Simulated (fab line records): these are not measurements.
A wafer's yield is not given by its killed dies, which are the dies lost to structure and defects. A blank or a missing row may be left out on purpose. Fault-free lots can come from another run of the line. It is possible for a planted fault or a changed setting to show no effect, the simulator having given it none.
Which tool was responsible?    flow n5Finfet    12 lots with 33 wafers sampled at 5 steps, on a route of 1938 steps

== WHAT THE GAUGES SHOWED, per wafer ==
N5_STI_FIN_REVEAL_CD_MEAS_22: target cd 6.238 nm, pitch 28 nm. Usual: cdNm 6.21 nm, standard deviation 0.28.
lot   measured     on        cdNm (nm)       flag
L547  day 3 12:39  cdSem-01  6.12 6.01 6.30  
L548  day 3 18:24  cdSem-03  6.32 6.03 6.24  
L549  day 4 00:30  cdSem-01  5.65 6.25 5.85  
L550  day 4 06:55  cdSem-02  5.94 6.30 6.08  
L551  day 4 14:56  cdSem-02  6.19 6.43       
L555  day 5 15:32  cdSem-01  6.48 5.63 6.11  
L556  day 5 20:46  cdSem-01  6.24 6.20 6.05  
L557  day 6 00:25  cdSem-02  6.27 6.20 6.27  
L559  day 6 13:19  cdSem-02  6.34 6.36 6.43  
L560  day 6 20:20  cdSem-01  6.05 5.87       
L561  day 7 03:06  cdSem-03  6.60 6.20       
L563  day 7 15:38  cdSem-03  6.43 6.32 7.25  

N5_STI_FIN_REVEAL_FIN_H_MEAS_10. Usual: trenchDepthNm 52.1 nm, standard deviation 0.78.
lot   measured     on      trenchDepthNm (nm)  flag
L547  day 3 12:41  ocd-02  53.2 53.3 53.6      
L548  day 3 18:26  ocd-01  51.7 51.7 51.9      
L549  day 4 00:32  ocd-02  52.5 52.7 52.8      
L550  day 4 06:57  ocd-02  52.1 51.9 51.0      
L551  day 4 14:58  ocd-01  51.9 52.9           
L555  day 5 15:34  ocd-01  51.9 52.5 53.0      
L556  day 5 20:47  ocd-01  53.2 52.9 51.7      
L557  day 6 00:27  ocd-01  51.1 50.9 50.8      
L559  day 6 13:20  ocd-02  51.9 51.6 50.8      
L560  day 6 20:22  ocd-01  52.9 46.5           OFF
L561  day 7 03:08  ocd-01  53.4 45.5           OFF
L563  day 7 15:40  ocd-02  51.0 45.5 45.1      OFF

== EACH LOT AND THE TOOL THAT RAN IT (in order: tool; ch and the chambers of the sampled wafers; start) ==
lot   N5_FIN_CUT_STRIP_22               N5_STI_FIN_REVEAL_DENSIFY_30    N5_STI_FIN_REVEAL_RECESS_09
L547  rieDiel-04 ch 2,3, day 3 03:38    rtpAnneal-02 ch 0, day 3 09:22  vaporEtch-02 ch 0,1, day 3 09:59
L548  rieDiel-04 ch 0,3, day 3 09:29    rtpAnneal-02 ch 0, day 3 15:09  vaporEtch-02 ch 0, day 3 15:41
L549  rieDiel-04 ch 0,2, day 3 15:24    rtpAnneal-01 ch 0, day 3 21:04  vaporEtch-02 ch 0,1, day 3 21:49
L550  rieDiel-02 ch 0,2,3, day 3 21:34  rtpAnneal-02 ch 0, day 4 03:49  vaporEtch-01 ch 0,1, day 4 04:14
L551  rieDiel-06 ch 1,2, day 4 05:10    rtpAnneal-02 ch 0, day 4 11:41  vaporEtch-02 ch 0,1, day 4 12:13
L555  rieDiel-02 ch 1,2,3, day 5 06:16  rtpAnneal-02 ch 0, day 5 12:18  vaporEtch-02 ch 0,1, day 5 12:52
L556  rieDiel-02 ch 0,1,3, day 5 11:10  rtpAnneal-02 ch 0, day 5 17:37  vaporEtch-02 ch 0,1, day 5 18:04
L557  rieDiel-06 ch 0,1,3, day 5 15:17  rtpAnneal-01 ch 0, day 5 21:15  vaporEtch-01 ch 0,1, day 5 21:43
L559  rieDiel-06 ch 0,3, day 6 04:13    rtpAnneal-01 ch 0, day 6 09:53  vaporEtch-01 ch 0,1, day 6 11:10
L560  rieDiel-02 ch 0, day 6 10:43      rtpAnneal-02 ch 0, day 6 17:07  vaporEtch-02 ch 0,1, day 6 17:38
L561  rieDiel-04 ch 0,1, day 6 18:16    rtpAnneal-01 ch 0, day 6 23:53  vaporEtch-02 ch 1, day 7 00:26
L563  rieDiel-02 ch 0,1, day 7 06:34    rtpAnneal-01 ch 0, day 7 12:29  vaporEtch-02 ch 0,1, day 7 12:58
- N5_FIN_CUT_STRIP_22: strips in N2/H2.
- N5_STI_FIN_REVEAL_DENSIFY_30
- N5_STI_FIN_REVEAL_RECESS_09: chemistry HF/NH3, target SiO2, afs cycles 11, target depth 42.5 nm, sublimation time 60 s.

== WHAT THE TOOLS THEMSELVES READ (means of the sampled wafers that have a number; where no wafer has one, the mark that the record gives instead) ==
N5_FIN_CUT_STRIP_22. Usual: drypumpMotorCurrentA 5.7 A, standard deviation 0.37; n2FlowSccm 300.0 sccm, standard deviation 0.96; oesProductAu 0.81 a.u., standard deviation 0.083; rfVppV 54.5 V, standard deviation 2.6; showerheadPlenumPTorr 3.40 Torr, standard deviation 0.13; throttleValvePct 18.8 %, standard deviation 0.36.
lot   tool        drypumpMotorCurrentA (A)  n2FlowSccm (sccm)  oesProductAu (a.u.)  rfVppV (V)  showerheadPlenumPTorr (Torr)  throttleValvePct (%)  flag
L547  rieDiel-04  5.5                       300.7              0.80                 53.4        3.31                          19.3                  
L548  rieDiel-04  5.7                       299.0              0.69                 54.5        3.35                          19.1                  
L549  rieDiel-04  5.5                       299.4              0.80                 53.5        3.28                          19.1                  
L550  rieDiel-02  5.8                       300.0              0.84                 51.7        3.45                          18.7                  
L551  rieDiel-06  6.2                       299.0              0.89                 56.6        3.42                          18.5                  
L555  rieDiel-02  6.0                       299.7              0.87                 55.7        3.47                          18.8                  
L556  rieDiel-02  5.5                       299.9              0.87                 53.2        3.55                          18.7                  
L557  rieDiel-06  5.8                       300.0              0.79                 56.6        3.34                          18.7                  
L559  rieDiel-06  5.6                       299.8              0.74                 52.4        3.30                          18.8                  
L560  rieDiel-02  5.1                       301.4              0.76                 57.0        3.51                          18.9                  
L561  rieDiel-04  5.6                       300.0              0.86                 53.1        3.30                          18.6                  
L563  rieDiel-02  5.3                       300.0              0.80                 54.8        3.53                          19.0                  

N5_STI_FIN_REVEAL_DENSIFY_30. Usual: lampPowerPct 11.53 %, standard deviation 0.06.
lot   tool          lampPowerPct (%)  flag
L547  rtpAnneal-02  11.47             
L548  rtpAnneal-02  11.61             
L549  rtpAnneal-01  11.57             
L550  rtpAnneal-02  11.56             
L551  rtpAnneal-02  11.50             
L555  rtpAnneal-02  11.53             
L556  rtpAnneal-02  11.48             
L557  rtpAnneal-01  11.51             
L559  rtpAnneal-01  11.55             
L560  rtpAnneal-02  11.56             
L561  rtpAnneal-01  11.60             
L563  rtpAnneal-01  11.53             

N5_STI_FIN_REVEAL_RECESS_09. Usual: drypumpMotorCurrentA 5.9 A, standard deviation 0.61.
lot   tool          drypumpMotorCurrentA (A)  flag
L547  vaporEtch-02  6.2                       
L548  vaporEtch-02  6.2                       
L549  vaporEtch-02  6.2                       
L550  vaporEtch-01  5.3                       
L551  vaporEtch-02  6.2                       
L555  vaporEtch-02  6.2                       
L556  vaporEtch-02  6.2                       
L557  vaporEtch-01  5.3                       
L559  vaporEtch-01  5.8                       
L560  vaporEtch-02  6.2                       
L561  vaporEtch-02  6.2                       
L563  vaporEtch-02  6.2                       

== THE ANSWER, worked out from the rows above alone ==
Rule: lot off if the mean of its wafers having a number is beyond 3 standard deviations from the usual mean. Also off: a lot with no number at a reading for which 4 or more lots have one. Any other lot the step has rows for is counted as sound. Order of review: gauges by route order, followed by the tools' own readings, for which a lot's mean as printed above is used. At the first step where some lot is off, the reading lying furthest off is the one used; lots without a number count as furthest.
Off: L560, L561, L563, at N5_STI_FIN_REVEAL_FIN_H_MEAS_10 (trenchDepthNm).
A tool fits if, at a process step before that reading, it ran every lot that is off, and no sound lot after the first of them. Gauges at N5_STI_FIN_REVEAL_FIN_H_MEAS_10: tried the same way as those tools. One fits: vaporEtch-02 at N5_STI_FIN_REVEAL_RECESS_09. A fault onset in the window from L556 (day 5 18:04, its last sound lot) to L560 (day 6 17:38, its first lot off) fits.

== WHAT THE SIMULATOR HAD PUT IN ==
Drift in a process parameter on vaporEtch-02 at N5_STI_FIN_REVEAL_RECESS_09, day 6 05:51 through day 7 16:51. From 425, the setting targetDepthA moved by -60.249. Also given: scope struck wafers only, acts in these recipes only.
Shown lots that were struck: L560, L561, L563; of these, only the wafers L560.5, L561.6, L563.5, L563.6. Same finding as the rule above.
